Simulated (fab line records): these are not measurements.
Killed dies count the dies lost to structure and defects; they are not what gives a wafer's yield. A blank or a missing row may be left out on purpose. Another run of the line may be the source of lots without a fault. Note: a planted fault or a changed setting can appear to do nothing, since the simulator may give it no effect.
Matching of chambers | flow nand harc | NHARC_A_STAIRCASE_DESCUM_168 on rie diel-03 has 4 sister chambers
The step chemistry O2, time 3 s. 8 wafers are shown with their chamber, then 9 later ones without.

WAFERS WITH THEIR CHAMBER
wafer  | chamber | showerhead plenum p Torr (Torr) | throttle valve pct (%)
L080.6 | 1       | 1.82                            | 11.313
L081.1 | 1       | 1.82                            | 11.299
L087.5 | 3       | 2.08                            | 11.298
L088.3 | 3       | 2.07                            | 11.307
L088.4 | 0       | 1.84                            | 11.304
L090.1 | 2       | 2.02                            | 11.324
L090.2 | 0       | 1.83                            | 11.300
L090.5 | 2       | 2.02                            | 11.320

WAFERS WITHOUT THEIR CHAMBER
wafer  | showerhead plenum p Torr (Torr) | throttle valve pct (%)
L094.1 | 1.80                            | 11.328
L094.2 | 1.83                            | 11.294
L094.6 | 2.02                            | 11.315
L097.1 | 2.02                            | 11.321
L097.3 | 1.80                            | 11.306
L097.6 | 2.07                            | 11.303
L096.1 | 1.80                            | 11.302
L096.3 | 2.06                            | 11.328
L096.4 | 2.02                            | 11.315

WHICH CHAMBER EACH WENT THROUGH
wafer  | from the rows above     | in truth
L094.1 | 1                       | 1
L094.2 | can't be placed: 0 or 1 | 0
L094.6 | 2                       | 2
L097.1 | 2                       | 2
L097.3 | 1                       | 1
L097.6 | 3                       | 3
L096.1 | 1                       | 1
L096.3 | 3                       | 3
L096.4 | 2                       | 2
Correct placement for 8 of the 9. Cannot be placed on the basis of these rows: 1; the candidates contain the true chamber in 1. Number placed wrongly: 0.
How it was worked out, from the rows above alone: a wafer's distance from a chamber is the root of the sum, over the readings, of the square of ((its reading less the chamber's mean) divided by the reading's scatter). The wafer belongs to the nearest chamber; if the next one is less than 2 further off, it can't be placed. A chamber's mean is the mean of its shown wafers. The scatter is the square root of a quotient: the sum, over the shown wafers, of each reading's squared deviation from its chamber's mean, divided by wafers minus chambers.
